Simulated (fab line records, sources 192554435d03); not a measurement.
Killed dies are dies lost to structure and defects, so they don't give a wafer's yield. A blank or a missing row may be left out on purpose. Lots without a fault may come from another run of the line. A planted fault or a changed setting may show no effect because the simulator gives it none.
Which tool did it? | flow n5_finfet | 21 lots, 63 wafers sampled, at 4 steps of a route of 1938

WHAT THE GAUGES READ, wafer by wafer
N5_BEOL_M10_OVL_MEAS_29.
lot  | measured     | on         | V9_OVL (nm)
L074 | day 10 09:13 | overlay-01 | -0.8 -0.5 -0.4
L075 | day 10 10:47 | overlay-02 | -0.2 0.0 0.6
L076 | day 11 01:38 | overlay-02 | 0.2 0.6 -0.3
L078 | day 11 07:43 | overlay-01 | -0.8 -0.4 -1.7
L079 | day 11 13:37 | overlay-01 | 2.1 1.1 1.1
L081 | day 11 23:10 | overlay-02 | -0.3 -0.4 -0.6
L080 | day 11 23:41 | overlay-02 | -1.4 0.0 0.1
L082 | day 12 06:46 | overlay-02 | 0.3 0.2 -0.9
L084 | day 13 07:01 | overlay-02 | -0.2 -1.4 -0.1
L086 | day 13 14:22 | overlay-02 | -0.1 -0.8 0.9
L087 | day 14 04:59 | overlay-01 | -0.8 0.7 0.5
L088 | day 14 11:45 | overlay-02 | 0.2 0.1 0.1
L089 | day 14 15:22 | overlay-01 | -0.9 -0.2 -0.6
L090 | day 15 01:04 | overlay-02 | 0.2 -0.3 -0.1
L093 | day 15 09:52 | overlay-02 | 0.2 -0.7 0.3
L091 | day 15 12:32 | overlay-02 | 0.1 -0.7 -0.3
L092 | day 15 15:16 | overlay-02 | 0.2 0.2 1.2
L094 | day 15 21:14 | overlay-01 | 0.4 0.8 -1.2
L095 | day 16 05:10 | overlay-01 | 1.6 1.7 0.8
L096 | day 16 08:59 | overlay-01 | -0.7 1.0 -0.1
L097 | day 16 09:10 | overlay-02 | 0.3 -0.6 -0.5

WHICH TOOL RAN EACH LOT (tool, then ch and the chambers of the sampled wafers, then the start)
lot  | N5_BEOL_M10_PECVD_70            | N5_BEOL_M10_ETCH_61                | N5_BEOL_M10_STRIP_67
L074 | pecvd-01 ch 1,2, day 10 06:56   | rie_diel-02 ch 2,3, day 10 08:04   | rie_diel-02 ch 2,3, day 10 08:16
L075 | pecvd-01 ch 0,2, day 10 08:15   | rie_diel-01 ch 0,1,3, day 10 09:41 | rie_diel-01 ch 0,1,3, day 10 09:53
L076 | pecvd-01 ch 0,1, day 11 00:02   | rie_diel-01 ch 0,1,2, day 11 00:48 | rie_diel-01 ch 0,1,2, day 11 00:59
L078 | pecvd-03 ch 0,1,2, day 11 05:18 | rie_diel-06 ch 1,2,3, day 11 06:32 | rie_diel-06 ch 1,2,3, day 11 06:44
L079 | pecvd-01 ch 0,1,2, day 11 09:26 | rie_diel-01 ch 2,3, day 11 10:03   | rie_diel-01 ch 2,3, day 11 10:15
L081 | pecvd-04 ch 0,2, day 11 17:33   | rie_diel-06 ch 0,1,3, day 11 18:59 | rie_diel-06 ch 0,1,3, day 11 19:11
L080 | pecvd-04 ch 0,1, day 11 20:57   | rie_diel-06 ch 1,2, day 11 21:41   | rie_diel-06 ch 1,2, day 11 21:53
L082 | pecvd-04 ch 1,2, day 12 03:03   | rie_diel-02 ch 1,2,3, day 12 05:49 | rie_diel-02 ch 1,2,3, day 12 06:01
L084 | pecvd-04 ch 0,1,2, day 13 04:08 | rie_diel-02 ch 0,2,3, day 13 05:39 | rie_diel-02 ch 0,2,3, day 13 05:51
L086 | pecvd-04 ch 0,1, day 13 11:10   | rie_diel-06 ch 0,1,3, day 13 12:23 | rie_diel-06 ch 0,1,3, day 13 12:35
L087 | pecvd-04 ch 0,1,2, day 13 22:05 | rie_diel-06 ch 0,1,3, day 13 23:08 | rie_diel-06 ch 0,1,3, day 13 23:20
L088 | pecvd-03 ch 0,1,2, day 14 07:26 | rie_diel-01 ch 1,2,3, day 14 08:14 | rie_diel-01 ch 1,2,3, day 14 08:26
L089 | pecvd-01 ch 0,2, day 14 08:08   | rie_diel-02 ch 1,2,3, day 14 12:23 | rie_diel-02 ch 1,2,3, day 14 12:34
L090 | pecvd-04 ch 0,1, day 14 21:31   | rie_diel-01 ch 0,3, day 15 00:11   | rie_diel-01 ch 0,3, day 15 00:23
L093 | pecvd-01 ch 0,1,2, day 15 05:56 | rie_diel-02 ch 0,1,2, day 15 08:30 | rie_diel-02 ch 0,1,2, day 15 09:08
L091 | pecvd-03 ch 0,1,2, day 15 07:04 | rie_diel-02 ch 0,2,3, day 15 09:25 | rie_diel-02 ch 0,2,3, day 15 09:37
L092 | pecvd-01 ch 0,2, day 15 11:39   | rie_diel-02 ch 0,1,2, day 15 14:07 | rie_diel-02 ch 0,1,2, day 15 14:19
L094 | pecvd-03 ch 0,1, day 15 15:14   | rie_diel-01 ch 0,1, day 15 17:00   | rie_diel-01 ch 0,1, day 15 17:11
L095 | pecvd-03 ch 1,2, day 16 01:41   | rie_diel-02 ch 1,2, day 16 03:23   | rie_diel-02 ch 1,2, day 16 03:35
L096 | pecvd-03 ch 0,2, day 16 05:06   | rie_diel-06 ch 0,2, day 16 06:53   | rie_diel-06 ch 0,2, day 16 07:04
L097 | pecvd-03 ch 0,2, day 16 05:25   | rie_diel-01 ch 0,1,2, day 16 07:02 | rie_diel-01 ch 0,1,2, day 16 07:14
- N5_BEOL_M10_PECVD_70: deposits SiO2 from TEOS/O2, target thk 20 nm, time 22.7 s.
- N5_BEOL_M10_ETCH_61: etches SiARC in CF4, target depth 39 nm, time 65 s.
- N5_BEOL_M10_STRIP_67: strips in CF4.

WHAT THE TOOLS THEMSELVES READ (means of the sampled wafers that have a number; where no wafer has one, the mark that the record gives instead)
N5_BEOL_M10_PECVD_70.
lot  | tool     | heater_power_w (W) | showerhead_plenum_p_Torr (Torr) | showerhead_vpp_V (V) | throttle_valve_pct (%)
L074 | pecvd-01 | 721                | 8.80                            | 1328                 | 21.8
L075 | pecvd-01 | 698                | 8.89                            | 1279                 | 21.9
L076 | pecvd-01 | 776                | 8.87                            | 1199                 | 23.7
L078 | pecvd-03 | 643                | 8.80                            | 1357                 | 22.7
L079 | pecvd-01 | 737                | 8.84                            | 1281                 | 22.8
L081 | pecvd-04 | 639                | 8.82                            | 1288                 | 22.9
L080 | pecvd-04 | 821                | 8.75                            | 1373                 | 21.2
L082 | pecvd-04 | 837                | 8.74                            | 1434                 | 21.0
L084 | pecvd-04 | 779                | 8.78                            | 1384                 | 22.0
L086 | pecvd-04 | 743                | 8.81                            | 1300                 | 22.1
L087 | pecvd-04 | 760                | 8.78                            | 1367                 | 21.9
L088 | pecvd-03 | 678                | 8.79                            | 1344                 | 22.7
L089 | pecvd-01 | 760                | 8.88                            | 1262                 | 21.9
L090 | pecvd-04 | 845                | 8.75                            | 1364                 | 21.2
L093 | pecvd-01 | 742                | 8.83                            | 1277                 | 23.1
L091 | pecvd-03 | 696                | 8.78                            | 1343                 | 22.7
L092 | pecvd-01 | 779                | 8.87                            | 1275                 | 22.1
L094 | pecvd-03 | 713                | 8.85                            | 1315                 | 22.9
L095 | pecvd-03 | 737                | 8.81                            | 1339                 | 22.7
L096 | pecvd-03 | 637                | 8.74                            | 1376                 | 22.7
L097 | pecvd-03 | 636                | 8.75                            | 1382                 | 22.8

N5_BEOL_M10_ETCH_61.
lot  | tool        | drypump_motor_current_A (A) | etch_rf_on_time_s (s) | oes_product_au (a.u.) | rf_vpp_V (V) | showerhead_plenum_p_Torr (Torr) | throttle_valve_pct (%)
L074 | rie_diel-02 | 5.86                        | 66.2                  | 0.65                  | 184.0        | 2.10                            | 15.42
L075 | rie_diel-01 | 5.58                        | 62.1                  | 0.79                  | 185.4        | 2.17                            | 15.28
L076 | rie_diel-01 | 5.67                        | 63.7                  | 0.72                  | 183.4        | 2.10                            | 15.41
L078 | rie_diel-06 | 5.45                        | 64.7                  | 0.72                  | 184.0        | 2.18                            | 15.65
L079 | rie_diel-01 | 5.64                        | 64.0                  | 0.75                  | 184.6        | 2.19                            | 15.19
L081 | rie_diel-06 | 5.65                        | 65.1                  | 0.68                  | 184.1        | 2.14                            | 15.77
L080 | rie_diel-06 | 5.41                        | 63.3                  | 0.73                  | 183.7        | 2.21                            | 15.53
L082 | rie_diel-02 | 5.67                        | 65.2                  | 0.69                  | 184.6        | 2.16                            | 15.40
L084 | rie_diel-02 | 5.81                        | 64.9                  | 0.66                  | 183.7        | 2.10                            | 15.50
L086 | rie_diel-06 | 5.65                        | 65.5                  | 0.66                  | 183.2        | 2.13                            | 15.82
L087 | rie_diel-06 | 5.64                        | 65.5                  | 0.67                  | 184.5        | 2.13                            | 15.81
L088 | rie_diel-01 | 5.64                        | 64.3                  | 0.71                  | 184.1        | 2.15                            | 15.27
L089 | rie_diel-02 | 5.67                        | 65.6                  | 0.67                  | 184.4        | 2.15                            | 15.43
L090 | rie_diel-01 | 5.59                        | 61.9                  | 0.74                  | 185.0        | 2.19                            | 15.33
L093 | rie_diel-02 | 5.62                        | 64.9                  | 0.69                  | 184.5        | 2.16                            | 15.48
L091 | rie_diel-02 | 5.80                        | 64.8                  | 0.65                  | 183.8        | 2.10                            | 15.52
L092 | rie_diel-02 | 5.60                        | 66.1                  | 0.68                  | 183.5        | 2.16                            | 15.47
L094 | rie_diel-01 | 5.57                        | 62.7                  | 0.71                  | 183.9        | 2.12                            | 15.41
L095 | rie_diel-02 | 5.48                        | 65.7                  | 0.70                  | 186.4        | 2.20                            | 15.41
L096 | rie_diel-06 | 5.32                        | 64.8                  | 0.66                  | 184.0        | 2.11                            | 15.77
L097 | rie_diel-01 | 5.70                        | 63.3                  | 0.67                  | 184.6        | 2.08                            | 15.50

N5_BEOL_M10_STRIP_67.
lot  | tool        | bias_power_w (W) | drypump_motor_current_A (A) | oes_product_au (a.u.) | rf_vpp_V (V) | showerhead_plenum_p_Torr (Torr) | throttle_valve_pct (%)
L074 | rie_diel-02 | 74.80            | 5.84                        | 0.76                  | 271.0        | 1.77                            | 13.47
L075 | rie_diel-01 | 75.35            | 5.58                        | 0.90                  | 271.7        | 1.81                            | 13.23
L076 | rie_diel-01 | 75.07            | 5.70                        | 0.82                  | 270.8        | 1.75                            | 13.37
L078 | rie_diel-06 | 74.65            | 5.45                        | 0.84                  | 272.6        | 1.83                            | 13.61
L079 | rie_diel-01 | 74.85            | 5.61                        | 0.87                  | 272.2        | 1.82                            | 13.14
L081 | rie_diel-06 | 75.09            | 5.65                        | 0.80                  | 271.4        | 1.79                            | 13.73
L080 | rie_diel-06 | 74.94            | 5.41                        | 0.86                  | 272.7        | 1.86                            | 13.50
L082 | rie_diel-02 | 74.96            | 5.67                        | 0.80                  | 271.3        | 1.82                            | 13.44
L084 | rie_diel-02 | 75.15            | 5.81                        | 0.77                  | 270.4        | 1.77                            | 13.52
L086 | rie_diel-06 | 75.17            | 5.64                        | 0.78                  | 270.6        | 1.79                            | 13.76
L087 | rie_diel-06 | 75.00            | 5.64                        | 0.78                  | 271.1        | 1.79                            | 13.77
L088 | rie_diel-01 | 74.72            | 5.61                        | 0.82                  | 271.3        | 1.79                            | 13.23
L089 | rie_diel-02 | 75.01            | 5.67                        | 0.78                  | 271.3        | 1.81                            | 13.46
L090 | rie_diel-01 | 75.14            | 5.57                        | 0.85                  | 272.4        | 1.83                            | 13.28
L093 | rie_diel-02 | 75.22            | 5.65                        | 0.81                  | 271.4        | 1.82                            | 13.48
L091 | rie_diel-02 | 74.92            | 5.81                        | 0.76                  | 271.0        | 1.77                            | 13.56
L092 | rie_diel-02 | 75.06            | 5.62                        | 0.81                  | 271.5        | 1.82                            | 13.48
L094 | rie_diel-01 | 75.14            | 5.56                        | 0.82                  | 270.4        | 1.77                            | 13.37
L095 | rie_diel-02 | 75.19            | 5.49                        | 0.83                  | 272.4        | 1.85                            | 13.41
L096 | rie_diel-06 | 74.93            | 5.30                        | 0.77                  | 270.6        | 1.78                            | 13.77
L097 | rie_diel-01 | 75.10            | 5.67                        | 0.78                  | 270.9        | 1.74                            | 13.45

THE ANSWER, worked out from the rows above alone
Rule: what is usual is taken from the lots themselves. Put in order of their means at a reading, lots are off if they are a third of the lots or fewer, leave a main group of 4 or more, and stand apart from it by a gap of 3 or more times the standard deviation of the main group's means; of several such gaps the widest counts. A main group whose means are all the same, to the digits that the tables above print for the reading, isn't used. A lot without any number at a reading at which 4 lots or more have one is off too. The other lots that the step has rows for count as sound. The gauges are gone through in route order, then the tools' own readings, and for those a lot's mean is taken as printed above. The first step at which some lot is off is used, and at that step the reading that is off furthest; a lot without a number counts as furthest.
No lot is off at any reading shown: from this, nothing can be told.

WHAT THE SIMULATOR HAD PUT IN
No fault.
